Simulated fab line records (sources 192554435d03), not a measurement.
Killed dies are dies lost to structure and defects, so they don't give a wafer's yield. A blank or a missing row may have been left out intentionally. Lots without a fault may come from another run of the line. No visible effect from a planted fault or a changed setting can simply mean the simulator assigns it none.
Chamber matching    flow n5Finfet    N5_BEOL_M9_VIA_ETCH_34 on rieDiel-03: 4 sister chambers
The step etches SiCOH lowk in C4F6/O2, target depth 182.4 nm, time 68.4 s. 4 wafers are shown with their chamber, then 11 later ones without.

WAFERS, EACH WITH ITS CHAMBER
wafer   chamber  rfVppV (V)
L092.3  0        683
L091.2  3        685
L091.4  2        678
L094.1  1        664

WAFERS MISSING THEIR CHAMBER
wafer   rfVppV (V)
L094.2  676
L094.6  676
L095.2  677
L095.3  682
L095.6  684
L096.1  684
L096.2  664
L096.4  676
L097.1  683
L097.2  685
L097.4  665

THE CHAMBER EACH PASSED THROUGH
wafer   from the rows above      in truth
L094.2  2                        2
L094.6  2                        2
L095.2  2                        2
L095.3  can't be placed: 0 or 3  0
L095.6  can't be placed: 0 or 3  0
L096.1  can't be placed: 0 or 3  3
L096.2  1                        1
L096.4  2                        2
L097.1  can't be placed: 0 or 3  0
L097.2  can't be placed: 3 or 0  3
L097.4  1                        1
6 of 11 placed correctly. Cannot be placed on the basis of these rows: 5; the candidates contain the true chamber in 5. 0 placed wrongly.
How it was worked out, from the rows above alone: a wafer's distance from a chamber is the root of the sum, over the readings, of the square of ((its reading less the chamber's mean) divided by the reading's scatter). The wafer belongs to the nearest chamber; if the next one is less than 2 further off, it can't be placed. Each chamber's mean is taken over the wafers shown for it. The scatter: root of mean squared gap, hidden wafer to nearest shown wafer, with one shown wafer a chamber.
